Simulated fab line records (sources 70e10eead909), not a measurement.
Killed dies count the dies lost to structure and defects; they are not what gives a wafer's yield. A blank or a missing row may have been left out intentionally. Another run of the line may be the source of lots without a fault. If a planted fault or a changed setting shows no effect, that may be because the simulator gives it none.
fab line records    flow nand-harc
record: lots: 14  wafers: 42  last-day: 34
route steps=1302 shown A_M0@1156 A_M1@1177
lots that met no fault: taken from a fault-free run of the same line
start-h: hours from the record's first day to the start of the lot's first wafer shown    wait-h: hours elapsed since this lot's preceding step    " same as the row above    L1.1+2: a row that stands for several wafers    - no value, or no start given    * or withheld: withheld    < > ~ a bound
route shown NAME@n: NAME is a module with steps in the file, n the number in the route of the first one    usual: the fault-free wafers' mean and standard deviation    same: alike in all rows    chamber/n: place in a boat    sites: each site's reading    _std_site: their standard deviation    _edge_site: outer sites' mean less inner sites'    radius-mm: how far each site lies from the wafer's centre    mask NAME#n: copy n    behind: the last tool/chamber to shape the wafer    hold: reason for holding the lot/hours on hold/outcome of the hold    device: whichever transistor did not switch (one of n, p or np)    end of line: tests of these same wafers at the route's end    for a step that has no rows: nothing shown but its recipe    killed: dies that structure and defects cost at the first sort, which is not the same as the wafer's yield    map: a wafer's dies, x killed, . not, _ none there
set.NAME: the setting the step ran with; set.NAME@STEP: the setting that earlier step ran with    model.NAME: the simulator's own value behind a step, which no gauge read
the route's steps for a sample of lots (tables are steps, rows are wafers)
services: from which hour (start-h, from the record's first day; less than 0 if before it) a tool's chamber was out of use, for how many hours, and why
== steps ==
step: NHARC_A_M0_DEGAS_28
recipe: temp-c: 250  time-s: 60
usual: heater-power-w: 367/28
lot.wafer  tool            chamber  start-h  wait-h  heater-power-w
L858.1     pvd-sputter-03  -        526.00   -       373
L858.3     "               -        "        "       340
L858.5     "               -        "        "       362
L859.4     pvd-sputter-01  -        535.66   -       350
L859.2     "               -        "        "       320
L859.1     "               -        "        "       400
L861.1     pvd-sputter-02  -        543.37   -       364
L861.6     "               -        "        "       335
L861.5     "               -        "        "       354
L860.1     pvd-sputter-02  -        552.37   -       380
L860.4     "               -        "        "       344
L860.5     "               -        "        "       373
L863.1     pvd-sputter-02  -        577.98   -       364
L863.2     "               -        "        "       375
L863.6     "               -        "        "       348
L862.3     pvd-sputter-03  -        586.08   -       403
L862.5     "               -        "        "       365
L862.6     "               -        "        "       381
L872.1     pvd-sputter-01  -        668.32   -       408
L872.5     "               -        "        "       321
L872.6     "               -        "        "       403
L873.1     pvd-sputter-01  -        670.65   -       394
L873.2     "               -        "        "       320
L873.6     "               -        "        "       357
L871.1     pvd-sputter-01  -        674.75   -       321
L871.5     "               -        "        "       401
L871.6     "               -        "        "       309
L874.4     pvd-sputter-01  -        675.92   -       356
L874.2     "               -        "        "       402
L874.6     "               -        "        "       399
L877.3     pvd-sputter-02  -        710.07   -       398
L877.2     "               -        "        "       382
L877.5     "               -        "        "       356
L876.3     pvd-sputter-01  -        712.32   -       320
L876.4     "               -        "        "       412
L876.5     "               -        "        "       332
L880.1     pvd-sputter-03  -        746.88   -       350
L880.2     "               -        "        "       353
L880.5     "               -        "        "       373
L881.2     pvd-sputter-03  -        766.38   -       365
L881.4     "               -        "        "       366
L881.6     "               -        "        "       346
step: NHARC_A_M1_PEB_07
recipe: peb-temp-c: 100  peb-time-s: 65
usual: heater-power-total-W: 156.6/0.43  plate-temp-C: 100.00/0.13
same: peb-time-s: 65
lot.wafer  tool            chamber  start-h  wait-h  heater-power-total-W  plate-temp-C
L858.1     litho-track-04  0        528.93   0.1     156.1                 100.14
L858.3     "               0        "        "       156.6                 99.95
L858.5     "               0        "        "       156.8                 100.07
L859.1     litho-track-04  0        538.71   0.1     156.0                 100.14
L859.2     "               0        "        "       156.5                 99.93
L859.4     "               0        "        "       156.1                 100.13
L861.1     litho-track-06  0        546.22   0.1     156.4                 100.08
L861.5     "               0        "        "       156.7                 100.02
L861.6     "               0        "        "       156.0                 100.21
L860.1     litho-track-06  0        555.24   0.1     156.6                 99.96
L860.4     "               0        "        "       157.1                 99.91
L860.5     "               0        "        "       155.9                 99.83
L863.1     litho-track-06  0        580.78   0.1     156.2                 100.04
L863.2     "               0        "        "       157.0                 100.07
L863.6     "               0        "        "       156.5                 100.18
L862.3     litho-track-04  0        588.80   0.0     157.1                 100.20
L862.5     "               0        "        "       157.1                 100.00
L862.6     "               0        "        "       156.7                 100.01
L872.1     litho-track-01  0        671.17   0.1     149.4                 96.59
L872.5     "               0        "        "       148.9                 96.75
L872.6     "               0        "        "       148.9                 96.63
L873.1     litho-track-01  0        673.49   0.1     149.7                 96.76
L873.2     "               0        "        "       149.7                 96.70
L873.6     "               0        "        "       149.5                 96.86
L871.1     litho-track-06  0        677.66   0.1     157.2                 99.89
L871.5     "               0        "        "       157.1                 100.03
L871.6     "               0        "        "       157.0                 99.92
L874.2     litho-track-06  0        679.37   0.1     156.2                 100.15
L874.4     "               0        "        "       156.8                 99.86
L874.6     "               0        "        "       156.1                 100.10
L877.2     litho-track-06  0        712.95   0.1     157.1                 100.12
L877.3     "               0        "        "       156.6                 99.94
L877.5     "               0        "        "       157.0                 100.27
L876.3     litho-track-04  0        715.06   0.0     156.0                 100.15
L876.4     "               0        "        "       156.4                 99.98
L876.5     "               0        "        "       157.1                 99.84
L880.1     litho-track-04  0        750.12   0.1     156.4                 100.03
L880.2     "               0        "        "       157.1                 100.21
L880.5     "               0        "        "       156.6                 100.06
L881.2     litho-track-06  0        769.34   0.1     155.9                 99.77
L881.4     "               0        "        "       155.9                 100.03
L881.6     "               0        "        "       156.1                 100.04
step: NHARC_A_M1_CD_MEAS_09
recipe: target-cd-nm: 120  landing-energy-ev: 500
usual: cd-nm: 120.0/0.51
lot.wafer  tool       chamber  start-h  wait-h  cd-nm
L858.1     cd-sem-03  0        529.02   -       119.7
L858.3     "          0        "        "       120.1
L858.5     "          0        "        "       119.8
L859.1     cd-sem-02  0        538.79   -       119.6
L859.2     "          0        "        "       120.2
L859.4     "          0        "        "       120.0
L861.1     cd-sem-01  0        546.30   -       119.8
L861.5     "          0        "        "       119.4
L861.6     "          0        "        "       120.0
L860.1     cd-sem-03  0        555.31   -       119.8
L860.4     "          0        "        "       120.1
L860.5     "          0        "        "       119.6
L863.1     cd-sem-03  0        580.85   -       120.5
L863.2     "          0        "        "       120.1
L863.6     "          0        "        "       120.3
L862.3     cd-sem-03  0        588.88   -       119.8
L862.5     "          0        "        "       120.4
L862.6     "          0        "        "       120.2
L872.1     cd-sem-03  0        671.25   -       107.1
L872.5     "          0        "        "       106.7
L872.6     "          0        "        "       107.3
L873.1     cd-sem-01  0        673.57   -       107.6
L873.2     "          0        "        "       107.4
L873.6     "          0        "        "       108.0
L871.1     cd-sem-02  0        677.74   -       120.0
L871.5     "          0        "        "       119.8
L871.6     "          0        "        "       120.9
L874.2     cd-sem-02  0        679.45   -       119.7
L874.4     "          0        "        "       120.0
L874.6     "          0        "        "       120.4
L877.2     cd-sem-03  0        713.04   -       119.7
L877.3     "          0        "        "       120.0
L877.5     "          0        "        "       119.4
L876.3     cd-sem-02  0        715.14   -       120.5
L876.4     "          0        "        "       120.5
L876.5     "          0        "        "       120.7
L880.1     cd-sem-01  0        750.20   -       119.7
L880.2     "          0        "        "       119.8
L880.5     "          0        "        "       119.4
L881.2     cd-sem-02  0        769.42   -       119.6
L881.4     "          0        "        "       120.2
L881.6     "          0        "        "       119.5
step: NHARC_A_M1_ETCH_35
recipe: target-depth-a: 400  overetch-a: 120  time-s: 43.94  ion-energy-ev: 200  n2-flow-sccm: 150  h2-flow-sccm: 150  ar-flow-sccm: 0  rf-w: 400  bias-w: 150  chemistry: N2/H2
usual: drypump-motor-current-A: 5.7/0.49  oes-product-au: 1.001/0.007  rf-vpp-V: 430.1/2.2  showerhead-plenum-p-Torr: 2.02/0.074  throttle-valve-pct: 14.172/0.009
lot.wafer  tool         chamber  start-h  wait-h  drypump-motor-current-A  oes-product-au  rf-hours-counter-h  rf-vpp-V  showerhead-plenum-p-Torr  throttle-valve-pct
L858.3     rie-diel-02  1        529.30   0.1     5.2                      1.006           3.8                 433.7     2.18                      14.159
L858.1     "            2        "        "       5.2                      0.997           3.6                 431.0     2.01                      14.170
L858.5     "            3        "        "       5.8                      1.001           -                   429.1     2.00                      14.160
L859.1     rie-diel-07  0        539.06   0.1     6.3                      0.993           2.9                 429.0     1.92                      14.170
L859.2     "            1        "        "       6.1                      0.992           2.5                 429.5     1.98                      14.158
L859.4     "            2        "        "       5.0                      0.990           4.3                 431.6     2.04                      14.169
L861.1     rie-diel-02  1        546.59   0.1     5.2                      0.997           4.1                 434.2     2.18                      14.182
L861.5     "            2        "        "       5.2                      1.003           -                   429.5     2.01                      14.165
L861.6     "            3        "        "       5.8                      1.008           -                   429.2     2.00                      14.155
L860.1     rie-diel-07  2        555.59   0.1     4.9                      1.001           5.0                 429.6     2.04                      14.172
L860.4     "            3        "        "       5.8                      1.006           4.4                 432.0     2.14                      14.177
L860.5     "            2        "        "       5.0                      1.001           -                   431.0     2.04                      14.194
L863.1     rie-diel-02  1        581.13   0.1     5.2                      1.006           0.0                 433.6     2.18                      14.153
L863.2     "            0        "        "       6.4                      1.003           0.0                 429.5     1.98                      14.172
L863.6     "            1        "        "       5.1                      1.006           -                   434.8     2.18                      14.176
L862.3     rie-diel-01  1        589.16   0.1     5.8                      0.999           1.7                 433.1     2.10                      14.169
L862.5     "            3        "        "       6.5                      0.997           -                   429.8     2.01                      14.170
L862.6     "            0        "        "       5.5                      0.998           -                   427.8     1.96                      14.182
L872.1     rie-diel-02  2        671.54   0.1     5.3                      1.014           2.6                 431.0     2.01                      14.170
L872.5     "            3        "        "       5.8                      1.009           -                   428.5     2.00                      14.179
L872.6     "            0        "        "       6.3                      1.007           -                   430.4     1.98                      14.182
L873.2     rie-diel-07  1        673.84   0.1     6.1                      0.997           1.7                 428.9     1.98                      14.182
L873.1     "            2        "        "       4.9                      0.996           1.4                 429.1     2.03                      14.177
L873.6     "            2        "        "       5.0                      1.003           -                   431.2     2.03                      14.191
L871.1     rie-diel-01  3        678.02   0.1     6.5                      1.004           6.3                 429.8     2.01                      14.174
L871.6     "            1        "        "       5.7                      1.004           -                   430.9     2.10                      14.169
L871.5     "            2        "        "       5.2                      1.010           -                   427.4     1.94                      14.178
L874.4     rie-diel-07  2        679.73   0.1     5.0                      1.000           1.5                 429.1     2.03                      14.180
L874.2     "            3        "        "       5.8                      0.997           1.1                 432.7     2.13                      14.167
L874.6     "            1        "        "       6.1                      1.002           -                   429.6     1.98                      14.159
L877.3     rie-diel-01  2        713.81   0.5     5.2                      1.010           7.9                 427.3     1.94                      14.171
L877.2     "            3        "        "       6.4                      1.004           7.8                 429.2     2.01                      14.152
L877.5     "            2        "        "       5.2                      1.008           -                   426.5     1.94                      14.170
L876.3     rie-diel-02  3        715.42   0.1     5.8                      1.008           3.1                 429.5     2.00                      14.164
L876.4     "            0        "        "       6.3                      1.003           3.8                 427.4     1.98                      14.177
L876.5     "            3        "        "       5.9                      1.005           -                   430.0     2.00                      14.174
L880.2     rie-diel-01  0        750.48   0.1     5.5                      0.988           0.2                 428.7     1.95                      14.168
L880.1     "            1        "        "       5.8                      0.995           0.1                 432.4     2.10                      14.171
L880.5     "            3        "        "       6.5                      0.989           -                   429.6     2.01                      14.171
L881.2     rie-diel-02  0        769.70   0.1     6.3                      1.014           0.1                 429.4     1.98                      14.167
L881.4     "            1        "        "       5.1                      1.009           0.1                 435.2     2.17                      14.181
L881.6     "            3        "        "       5.8                      0.995           -                   430.9     2.00                      14.181
step: NHARC_A_M1_ETCH_15
recipe: target-depth-a: 1825  time-s: 91.2  c4f8-flow-sccm: withheld  ar-flow-sccm: 400  rf-w: 600  bias-w: 300  chemistry: C4F8/Ar
usual: oes-product-au: 0.956/0.021  rf-vpp-V: 440.4/2.3
lot.wafer  tool         chamber  start-h  wait-h  oes-product-au  rf-hours-counter-h  rf-vpp-V
L858.1     rie-diel-02  0        -        -       0.955           3.2                 439.3
L858.3     "            3        "        "       0.959           3.1                 440.7
L858.5     "            0        "        "       0.962           -                   439.3
L859.2     rie-diel-07  0        -        -       0.961           2.9                 436.1
L859.4     "            1        "        "       0.962           2.5                 439.6
L859.1     "            2        "        "       0.971           4.3                 441.5
L861.1     rie-diel-02  3        -        -       0.963           3.3                 439.3
L861.6     "            1        "        "       0.963           -                   445.6
L861.5     "            2        "        "       0.973           -                   440.3
L860.4     rie-diel-07  0        -        -       0.924           4.2                 437.2
L860.1     "            1        "        "       0.934           3.8                 438.5
L860.5     "            1        "        "       0.928           -                   439.3
L863.1     rie-diel-02  2        -        -       0.989           0.0                 440.6
L863.2     "            3        "        "       0.982           0.0                 439.4
L863.6     "            1        "        "       0.980           -                   444.4
L862.3     rie-diel-01  1        -        -       0.957           1.7                 443.1
L862.5     "            0        "        "       0.967           -                   438.0
L862.6     "            1        "        "       0.967           -                   442.6
L872.1     rie-diel-02  2        -        -       0.968           2.6                 439.8
L872.5     "            1        "        "       0.980           -                   444.1
L872.6     "            2        "        "       0.962           -                   439.8
L873.2     rie-diel-07  3        -        -       0.958           1.0                 441.6
L873.1     "            0        "        "       0.973           1.3                 436.9
L873.6     "            3        "        "       0.962           -                   442.6
L871.1     rie-diel-01  3        -        -       0.969           6.4                 439.9
L871.6     "            0        "        "       0.942           -                   438.2
L871.5     "            1        "        "       0.965           -                   442.2
L874.2     rie-diel-07  0        -        -       0.970           1.4                 438.3
L874.4     "            1        "        "       0.962           1.8                 439.8
L874.6     "            3        "        "       0.969           -                   443.7
L877.2     rie-diel-01  0        -        -       0.926           7.9                 436.6
L877.3     "            3        "        "       0.930           7.8                 440.9
L877.5     "            0        "        "       0.925           -                   438.9
L876.3     rie-diel-02  3        -        -       0.957           3.1                 439.7
L876.4     "            2        "        "       0.967           3.7                 440.4
L876.5     "            3        "        "       0.964           -                   439.4
L880.2     rie-diel-01  2        -        -       0.962           0.1                 436.9
L880.1     "            0        "        "       0.949           0.2                 438.6
L880.5     "            3        "        "       0.966           -                   439.2
L881.4     rie-diel-02  0        -        -       0.963           0.1                 438.3
L881.2     "            1        "        "       0.955           0.1                 445.6
L881.6     "            1        "        "       0.952           -                   444.9
== services ==
tool            chamber  start-h  hours  kind
rie-diel-01     2        510.22   2.7    repair
litho-track-06  -        529.00   7.0    pm
rie-diel-01     -        557.80   9.0    pm
rie-diel-07     1        564.32   15.5   repair
pvd-sputter-01  -        569.13   16.8   repair
rie-diel-02     -        570.74   9.0    pm
pvd-sputter-01  -        585.95   10.0   pm
rie-diel-07     1        614.71   5.5    repair
rie-diel-02     3        620.46   6.7    repair
rie-diel-01     3        624.05   5.0    repair
rie-diel-01     1        625.60   4.1    repair
rie-diel-07     -        648.20   9.0    pm
rie-diel-01     0        652.84   15.8   repair
rie-diel-02     2        687.50   4.1    repair
litho-track-06  -        704.00   7.0    pm
rie-diel-07     3        709.68   1.7    repair
rie-diel-02     2        730.79   4.7    repair
rie-diel-01     -        734.80   9.0    pm
rie-diel-07     3        736.24   5.4    repair
rie-diel-01     -        745.47   1.7    repair
rie-diel-02     -        747.74   9.0    pm
rie-diel-07     1        751.98   2.0    repair
rie-diel-02     2        757.19   9.5    repair
pvd-sputter-01  -        763.95   10.0   pm
== key ==
first-sign: step: NHARC_A_M1_PEB_07  reading: plate-temp-C  direction: down  sigmas: 26  usual: *  struck: *
effect: step: NHARC_A_M1_PEB_07  reading: heater-power-total-W  direction: down  sigmas: 17  usual: *  struck: *
effect: step: NHARC_A_M1_CD_MEAS_09  reading: cd-nm  direction: down  sigmas: 25  usual: 120.0  struck: 107.4
met-at NHARC_A_M1_PEB_07
struck-lots L872,L873
sort-left-out L872.1,L872.5,L872.6,L873.1,L873.2,L873.6
not-acting-at NHARC_A_M0_DEGAS_28,NHARC_A_M1_ETCH_35,NHARC_A_M1_ETCH_15
fault: kind: process-parameter-drift  tool: litho-track-01  chamber: -  onset-h: 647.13  steps: NHARC_A_M1_PEB_07  channel: peb-temp-c  offset: *  shape: step  end-h: 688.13  acts-in: *  stated: *
sort-left-out: the simulated sort isn't trusted on such a fault, so these wafers' sort isn't shown, and their yield isn't known
